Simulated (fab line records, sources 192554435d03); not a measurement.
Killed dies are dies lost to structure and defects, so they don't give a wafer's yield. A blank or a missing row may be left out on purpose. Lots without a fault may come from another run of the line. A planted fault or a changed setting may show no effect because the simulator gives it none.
Which tool did it? | flow n5_finfet | 24 lots, 72 wafers sampled, at 4 steps of a route of 1938

WHAT THE GAUGES READ, wafer by wafer
N5_BEOL_M7_THK_MEAS_01. Usual: M7_ILD_THK 154.5 nm, standard deviation 2.2.
lot  | measured     | on            | M7_ILD_THK (nm)   | flag
L076 | day 8 21:52  | film_metro-02 | 156.0 155.2 155.3 |
L074 | day 9 06:55  | film_metro-02 | 155.9 157.3 153.9 |
L075 | day 9 12:22  | film_metro-01 | 150.0 152.8 155.4 |
L077 | day 10 03:45 | film_metro-01 | 150.0 153.8 156.0 |
L078 | day 10 04:39 | film_metro-01 | 152.5 152.6 152.4 |
L079 | day 10 09:08 | film_metro-02 | 153.8 152.6 154.8 |
L081 | day 10 09:40 | film_metro-01 | 154.2 151.5 156.0 |
L080 | day 10 10:08 | film_metro-02 | 154.1 151.4 154.1 |
L082 | day 11 06:10 | film_metro-02 | 155.1 153.3 150.2 |
L083 | day 11 10:42 | film_metro-01 | 152.1 156.6 156.3 |
L084 | day 11 11:04 | film_metro-01 | 152.5 154.2 156.0 |
L085 | day 11 14:11 | film_metro-01 | 154.1 157.7 157.2 |
L086 | day 11 18:28 | film_metro-01 | 150.9 159.6 157.7 |
L087 | day 12 06:49 | film_metro-02 | 153.7 153.6 157.1 |
L089 | day 12 10:56 | film_metro-01 | 158.5 153.1 157.3 |
L088 | day 12 11:33 | film_metro-01 | 154.0 155.4 157.9 |
L090 | day 12 14:50 | film_metro-02 | 153.1 153.6 155.0 |
L091 | day 12 20:06 | film_metro-02 | 151.2 153.0 153.1 |
L093 | day 13 16:46 | film_metro-02 | 154.0 157.6 154.8 |
L092 | day 13 17:09 | film_metro-01 | 154.3 157.9 153.9 |
L095 | day 14 04:17 | film_metro-01 | 151.5 154.3 157.8 |
L094 | day 14 04:25 | film_metro-02 | 149.8 153.6 152.9 |
L096 | day 14 09:17 | film_metro-02 | 152.7 154.8 157.0 |
L097 | day 14 09:52 | film_metro-01 | 152.7 158.0 155.2 |

N5_BEOL_M7_OVL_MEAS_12. Usual: M7_OVL 0.4 nm, standard deviation 0.68.
lot  | measured     | on         | M7_OVL (nm)    | flag
L076 | day 8 22:29  | overlay-01 | 0.1 0.3 -0.1   |
L074 | day 9 08:09  | overlay-02 | -0.5 0.1 -0.1  |
L075 | day 9 14:29  | overlay-02 | 0.8 1.0 1.2    |
L077 | day 10 05:13 | overlay-01 | 1.0 -0.5 0.2   |
L078 | day 10 05:31 | overlay-01 | 1.0 0.7 0.5    |
L079 | day 10 11:03 | overlay-01 | 0.8 -0.4 0.3   |
L081 | day 10 11:19 | overlay-02 | 1.5 0.2 1.0    |
L080 | day 10 11:37 | overlay-01 | 0.0 -0.4 0.6   |
L082 | day 11 07:18 | overlay-02 | 0.7 0.2 0.8    |
L083 | day 11 11:59 | overlay-01 | -0.1 -0.2 0.0  |
L084 | day 11 12:23 | overlay-01 | 0.5 0.4 1.2    |
L085 | day 11 16:29 | overlay-01 | 1.6 0.1 0.0    |
L086 | day 11 20:01 | overlay-02 | 0.7 0.3 0.4    |
L087 | day 12 09:41 | overlay-01 | 1.1 0.3 1.2    |
L089 | day 12 11:34 | overlay-02 | -0.7 0.4 -0.9  |
L088 | day 12 12:10 | overlay-01 | 0.7 1.0 -0.2   |
L090 | day 12 16:25 | overlay-02 | 0.3 0.3 0.0    |
L091 | day 12 20:43 | overlay-01 | 0.9 2.4 0.6    |
L093 | day 13 19:05 | overlay-01 | 1.2 0.0 0.7    |
L092 | day 13 19:19 | overlay-01 | -0.2 -0.3 1.1  |
L095 | day 14 06:05 | overlay-01 | 1.2 1.0 0.0    |
L094 | day 14 06:16 | overlay-02 | -0.3 0.6 0.2   |
L096 | day 14 11:17 | overlay-02 | -1.1 -0.8 -0.4 |
L097 | day 14 11:47 | overlay-01 | 1.5 0.3 1.1    |

N5_BEOL_M7_CD_MEAS_18: pitch 80 nm, target cd 40 nm. Usual: cd_nm 39.8 nm, standard deviation 0.75.
lot  | measured     | on        | cd_nm (nm)     | flag
L076 | day 8 23:01  | cd_sem-02 | 39.7 39.1 38.2 |
L074 | day 9 09:27  | cd_sem-03 | 38.0 40.2 40.2 |
L075 | day 9 15:07  | cd_sem-01 | 40.3 40.3 40.0 |
L077 | day 10 05:44 | cd_sem-02 | 39.1 38.2 39.2 |
L078 | day 10 06:04 | cd_sem-03 | 39.8 38.7 39.5 |
L079 | day 10 11:41 | cd_sem-01 | 39.4 39.0 39.2 |
L081 | day 10 11:54 | cd_sem-03 | 38.6 38.7 39.2 |
L080 | day 10 12:07 | cd_sem-01 | 39.5 39.8 40.1 |
L082 | day 11 07:49 | cd_sem-02 | 38.7 40.0 40.8 |
L083 | day 11 12:31 | cd_sem-01 | 40.1 40.4 39.9 |
L084 | day 11 12:56 | cd_sem-02 | 39.1 38.7 40.6 |
L085 | day 11 17:01 | cd_sem-01 | 41.8 40.7 40.6 |
L086 | day 11 20:35 | cd_sem-02 | 40.1 39.2 39.5 |
L087 | day 12 10:13 | cd_sem-02 | 40.9 39.2 39.3 |
L089 | day 12 12:21 | cd_sem-03 | 39.6 40.8 40.1 |
L088 | day 12 12:46 | cd_sem-03 | 38.4 39.2 40.2 |
L090 | day 12 17:04 | cd_sem-03 | 40.7 39.5 40.1 |
L091 | day 12 21:37 | cd_sem-03 | 39.2 39.5 40.6 |
L093 | day 13 19:37 | cd_sem-02 | 41.0 40.0 41.3 |
L092 | day 13 19:54 | cd_sem-01 | 39.8 41.0 39.8 |
L095 | day 14 06:51 | cd_sem-02 | 38.6 40.2 40.1 |
L094 | day 14 07:19 | cd_sem-02 | 39.8 38.6 39.9 |
L096 | day 14 11:47 | cd_sem-03 | 40.3 39.8 39.4 |
L097 | day 14 12:19 | cd_sem-02 | 41.3 39.9 39.6 |

WHICH TOOL RAN EACH LOT (tool, then ch and the chambers of the sampled wafers, then the start)
lot  | N5_BEOL_M7_PECVD_70
L076 | pecvd-04 ch 1,2, day 8 21:54
L074 | pecvd-02 ch 0,1,2, day 9 06:57
L075 | pecvd-02 ch 0,2, day 9 12:24
L077 | pecvd-01 ch 1,2, day 10 03:47
L078 | pecvd-01 ch 0,2, day 10 04:41
L079 | pecvd-02 ch 0,1, day 10 09:10
L081 | pecvd-01 ch 0,1,2, day 10 09:41
L080 | pecvd-04 ch 1,2, day 10 10:10
L082 | pecvd-04 ch 0,1,2, day 11 06:12
L083 | pecvd-01 ch 0,1,2, day 11 10:44
L084 | pecvd-04 ch 0,1, day 11 11:05
L085 | pecvd-01 ch 1,2, day 11 14:14
L086 | pecvd-04 ch 0,2, day 11 18:29
L087 | pecvd-02 ch 1,2, day 12 06:51
L089 | pecvd-02 ch 0,1,2, day 12 10:59
L088 | pecvd-01 ch 0,1,2, day 12 11:35
L090 | pecvd-02 ch 0,1,2, day 12 14:53
L091 | pecvd-02 ch 1,2, day 12 20:08
L093 | pecvd-04 ch 1,2, day 13 16:48
L092 | pecvd-02 ch 0,2, day 13 17:11
L095 | pecvd-02 ch 0,1,2, day 14 04:20
L094 | pecvd-01 ch 0,1, day 14 04:27
L096 | pecvd-02 ch 0,1, day 14 09:19
L097 | pecvd-01 ch 0,2, day 14 09:54
- N5_BEOL_M7_PECVD_70: deposits SiO2 from TEOS/O2, target thk 20 nm, time 22.7 s.

WHAT THE TOOLS THEMSELVES READ (means of the sampled wafers that have a number; where no wafer has one, the mark that the record gives instead)
N5_BEOL_M7_PECVD_70. Usual: heater_power_w 708 W, standard deviation 90; showerhead_plenum_p_Torr 8.80 Torr, standard deviation 0.073; throttle_valve_pct 22.9 %, standard deviation 0.99.
lot  | tool     | heater_power_w (W) | showerhead_plenum_p_Torr (Torr) | throttle_valve_pct (%) | flag
L076 | pecvd-04 | 647                | 8.78                            | 22.1                   |
L074 | pecvd-02 | 706                | 8.78                            | 23.0                   |
L075 | pecvd-02 | 633                | 8.69                            | 22.2                   |
L077 | pecvd-01 | 694                | 8.81                            | 21.8                   |
L078 | pecvd-01 | 734                | 8.84                            | 22.1                   |
L079 | pecvd-02 | 704                | 8.79                            | 23.1                   |
L081 | pecvd-01 | 808                | 8.82                            | 22.8                   |
L080 | pecvd-04 | 605                | 8.75                            | 22.7                   |
L082 | pecvd-04 | 651                | 8.80                            | 22.9                   |
L083 | pecvd-01 | 782                | 8.82                            | 22.7                   |
L084 | pecvd-04 | 638                | 8.80                            | 23.9                   |
L085 | pecvd-01 | 741                | 8.81                            | 21.9                   |
L086 | pecvd-04 | 643                | 8.80                            | 22.3                   |
L087 | pecvd-02 | 766                | 8.83                            | 23.0                   |
L089 | pecvd-02 | 656                | 8.78                            | 22.8                   |
L088 | pecvd-01 | 770                | 8.83                            | 22.8                   |
L090 | pecvd-02 | 684                | 8.79                            | 22.8                   |
L091 | pecvd-02 | 680                | 8.83                            | 22.9                   |
L093 | pecvd-04 | 672                | 8.79                            | 21.3                   |
L092 | pecvd-02 | 660                | 8.73                            | 22.9                   |
L095 | pecvd-02 | 717                | 8.77                            | 23.1                   |
L094 | pecvd-01 | 858                | 8.80                            | 23.2                   |
L096 | pecvd-02 | 655                | 8.86                            | 23.4                   |
L097 | pecvd-01 | 739                | 8.83                            | 22.4                   |

THE ANSWER, worked out from the rows above alone
Rule: a lot is off if the mean of its wafers that have a number lies more than 3 standard deviations from the usual mean. A lot without any number at a reading at which 4 lots or more have one is off too. The other lots that the step has rows for count as sound. The gauges are gone through in route order, then the tools' own readings, and for those a lot's mean is taken as printed above. The first step at which some lot is off is used, and at that step the reading that is off furthest; a lot without a number counts as furthest.
No lot is off at any reading shown: from this, nothing can be told.

WHAT THE SIMULATOR HAD PUT IN
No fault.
